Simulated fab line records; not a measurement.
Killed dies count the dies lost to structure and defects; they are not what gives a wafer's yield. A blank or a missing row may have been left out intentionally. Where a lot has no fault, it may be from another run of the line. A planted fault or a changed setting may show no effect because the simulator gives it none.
Matching of chambers || flow nand_harc || rie_diel-05 running NHARC_A_CONTACT_DESCUM_74: 4 sister chambers
The step chemistry O2, time 3 s. 14 wafers are shown with their chamber, then 7 later ones without.

## WAFERS PAIRED WITH THEIR CHAMBERS
{"wafer": "L563.3", "chamber": 0, "drypump_motor_current_A (A)": 5.71, "showerhead_plenum_p_Torr (Torr)": 1.93, "rf_vpp_V (V)": 57.8}
{"wafer": "L563.4", "chamber": 1, "drypump_motor_current_A (A)": 5.97, "showerhead_plenum_p_Torr (Torr)": 1.94, "rf_vpp_V (V)": 58.1}
{"wafer": "L563.6", "chamber": 3, "drypump_motor_current_A (A)": 5.71, "showerhead_plenum_p_Torr (Torr)": 1.99, "rf_vpp_V (V)": 58.3}
{"wafer": "L567.3", "chamber": 0, "drypump_motor_current_A (A)": 5.71, "showerhead_plenum_p_Torr (Torr)": 1.93, "rf_vpp_V (V)": 57.2}
{"wafer": "L567.5", "chamber": 2, "drypump_motor_current_A (A)": 6.13, "showerhead_plenum_p_Torr (Torr)": 1.82, "rf_vpp_V (V)": 57.7}
{"wafer": "L567.6", "chamber": 3, "drypump_motor_current_A (A)": 5.70, "showerhead_plenum_p_Torr (Torr)": 1.99, "rf_vpp_V (V)": 60.0}
{"wafer": "L577.2", "chamber": 3, "drypump_motor_current_A (A)": 5.71, "showerhead_plenum_p_Torr (Torr)": 1.98, "rf_vpp_V (V)": 57.9}
{"wafer": "L577.4", "chamber": 0, "drypump_motor_current_A (A)": 5.69, "showerhead_plenum_p_Torr (Torr)": 1.92, "rf_vpp_V (V)": 57.6}
{"wafer": "L577.6", "chamber": 1, "drypump_motor_current_A (A)": 5.98, "showerhead_plenum_p_Torr (Torr)": 1.93, "rf_vpp_V (V)": 57.2}
{"wafer": "L578.2", "chamber": 1, "drypump_motor_current_A (A)": 5.99, "showerhead_plenum_p_Torr (Torr)": 1.93, "rf_vpp_V (V)": 58.0}
{"wafer": "L578.3", "chamber": 3, "drypump_motor_current_A (A)": 5.69, "showerhead_plenum_p_Torr (Torr)": 1.98, "rf_vpp_V (V)": 58.7}
{"wafer": "L578.4", "chamber": 0, "drypump_motor_current_A (A)": 5.70, "showerhead_plenum_p_Torr (Torr)": 1.92, "rf_vpp_V (V)": 57.4}
{"wafer": "L579.1", "chamber": 0, "drypump_motor_current_A (A)": 5.68, "showerhead_plenum_p_Torr (Torr)": 1.92, "rf_vpp_V (V)": 57.4}
{"wafer": "L579.3", "chamber": 3, "drypump_motor_current_A (A)": 5.69, "showerhead_plenum_p_Torr (Torr)": 1.98, "rf_vpp_V (V)": 58.4}

SIGNATURES (averages over the wafers above)
{"reading": "drypump_motor_current_A", "chamber 0": 5.6980, "chamber 1": 5.9800, "chamber 2": 6.1300, "chamber 3": 5.7000, "scatter within a chamber": 0.0113}
{"reading": "showerhead_plenum_p_Torr", "chamber 0": 1.9240, "chamber 1": 1.9333, "chamber 2": 1.8200, "chamber 3": 1.9840, "scatter within a chamber": 0.00554}
{"reading": "rf_vpp_V", "chamber 0": 57.480, "chamber 1": 57.767, "chamber 2": 57.700, "chamber 3": 58.660, "scatter within a chamber": 0.572}
Rule: a wafer lies at a distance from a chamber equal to the root of the sum of squares, over the readings, of (its reading less the chamber's mean, divided by the reading's scatter). The wafer belongs to the nearest chamber; if the next one is less than 2 further off, it can't be placed. The scatter: take each reading less its chamber's mean, square it, sum over the shown wafers, divide by the number of wafers less the number of chambers, and take the root.

## WAFERS WHOSE CHAMBER IS MISSING
{"wafer": "L579.4", "drypump_motor_current_A (A)": 5.71, "showerhead_plenum_p_Torr (Torr)": 1.98, "rf_vpp_V (V)": 57.6}
{"wafer": "L582.3", "drypump_motor_current_A (A)": 6.10, "showerhead_plenum_p_Torr (Torr)": 1.81, "rf_vpp_V (V)": 57.2}
{"wafer": "L582.5", "drypump_motor_current_A (A)": 5.70, "showerhead_plenum_p_Torr (Torr)": 1.98, "rf_vpp_V (V)": 57.3}
{"wafer": "L582.6", "drypump_motor_current_A (A)": 5.71, "showerhead_plenum_p_Torr (Torr)": 1.91, "rf_vpp_V (V)": 57.7}
{"wafer": "L584.1", "drypump_motor_current_A (A)": 5.70, "showerhead_plenum_p_Torr (Torr)": 1.98, "rf_vpp_V (V)": 57.5}
{"wafer": "L584.2", "drypump_motor_current_A (A)": 5.97, "showerhead_plenum_p_Torr (Torr)": 1.93, "rf_vpp_V (V)": 58.3}
{"wafer": "L584.6", "drypump_motor_current_A (A)": 6.13, "showerhead_plenum_p_Torr (Torr)": 1.81, "rf_vpp_V (V)": 58.5}

## WHICH CHAMBER EACH WENT THROUGH
{"wafer": "L579.4", "from the rows above": 3, "in truth": 3}
{"wafer": "L582.3", "from the rows above": 2, "in truth": 2}
{"wafer": "L582.5", "from the rows above": 3, "in truth": 3}
{"wafer": "L582.6", "from the rows above": 0, "in truth": 0}
{"wafer": "L584.1", "from the rows above": 3, "in truth": 3}
{"wafer": "L584.2", "from the rows above": 1, "in truth": 1}
{"wafer": "L584.6", "from the rows above": 2, "in truth": 2}
Placed correctly: 7 of 7. Number that these rows cannot place: 0. Placed wrongly: 0.
